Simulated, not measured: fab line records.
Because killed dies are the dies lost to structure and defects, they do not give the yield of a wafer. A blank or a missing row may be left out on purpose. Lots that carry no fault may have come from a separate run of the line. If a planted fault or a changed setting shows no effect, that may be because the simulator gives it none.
A struck lot beside a sound one + flow nand harc + 18 out of 1302 route steps
Sound: these wafers, L964.2, L964.4, L964.5. Struck: wafer L956.2 (L956.1, L956.6, from the same lot, were not struck and are left out); the cause is given at the end.
Each step with rows lists, per side, the tool, then ch with its chambers, then its first start. Under that, the readings that differ: sound wafers + struck wafers + difference of the means + sigmas: that difference in standard deviations of wafers without a fault.
alike: readings with means less than 2 such deviations apart, plus words and numbers identical on both sides. not compared: withheld readings, readings lacking a value on some wafer, bounds such as >300 that could conceal the same value, and numbers that have no deviation in the record and whose values overlap.
The two part at a step that has a row with sigmas, a row that says differs or no value, or rows on one side only. Numbers that have no deviation but don't overlap get no sigmas and don't part them. A reading that every wafer of one side lacks parts them only if that side has two wafers or more.

NHARC_P_ZERO_WELL_CD_MEAS_24: target cd 720 nm.
  sound on cd sem-01 ch 0, day 8 14:35; struck on cd sem-01 ch 0, day 5 06:27
  alike: cd nm
then, 1 step without rows for these wafers: NHARC_P_ZERO_WELL_HARDBAKE_25 (time 80 s).
NHARC_P_ZERO_WELL_DESCUM_26: chemistry O2, time 3 s.
  sound on rie diel-11 ch 0,1, day 8 14:44; struck on rie diel-04 ch 2, day 5 06:37
  alike: drypump motor current A, oes product au, rf vpp V, showerhead plenum p Torr, throttle valve pct
  not compared: rf hours counter h
then, 9 steps without rows for these wafers: NHARC_P_ZERO_WELL_IMPLANT_27; NHARC_P_ZERO_WELL_IMPLANT_57; NHARC_P_ZERO_WELL_IMPLANT_58; NHARC_P_ZERO_WELL_STRIP_28 (strips in SPM, time 840 s); NHARC_P_ZERO_WELL_DEHYDRATE_29 (time 120 s); NHARC_P_ZERO_WELL_HMDS_30 (time 30 s); NHARC_P_ZERO_WELL_COAT_31; NHARC_P_ZERO_WELL_SOFTBAKE_32 (time 95 s); NHARC_P_ZERO_WELL_EBR_33.
NHARC_P_ZERO_WELL_EXPOSE_34: exposes mask P PWELL, target cd 720 nm.
  sound on krf scanner-01 ch 0, day 8 16:04; struck on krf scanner-01 ch 0, day 5 07:49
  alike: mask, exposure dose mJ cm2, stage vel mm s
then, 2 steps without rows for these wafers: NHARC_P_ZERO_WELL_PEB_35 (peb time 85 s); NHARC_P_ZERO_WELL_DEVELOP_36 (time 70 s).
NHARC_P_ZERO_WELL_CD_MEAS_37: target cd 720 nm.
  sound on cd sem-01 ch 0, day 8 16:13; struck on cd sem-01 ch 0, day 5 07:58
| reading    | sound             | struck | difference | sigmas |
|------------|-------------------|--------|------------|--------|
| cd nm (nm) | 715.3 720.4 717.7 | 726.2  | +8.4       | +5     |
then, 1 step without rows for these wafers: NHARC_P_ZERO_WELL_HARDBAKE_38 (time 80 s).
NHARC_END_SORT_01:
  the record has rows for the sound wafers here (prober-02 ch 0, day 30 18:37) and none for the struck ones

== WHERE THEY PART ==
Last at NHARC_END_SORT_01 as far as this record goes, first at NHARC_P_ZERO_WELL_CD_MEAS_37.

WHY: what the simulator had put in
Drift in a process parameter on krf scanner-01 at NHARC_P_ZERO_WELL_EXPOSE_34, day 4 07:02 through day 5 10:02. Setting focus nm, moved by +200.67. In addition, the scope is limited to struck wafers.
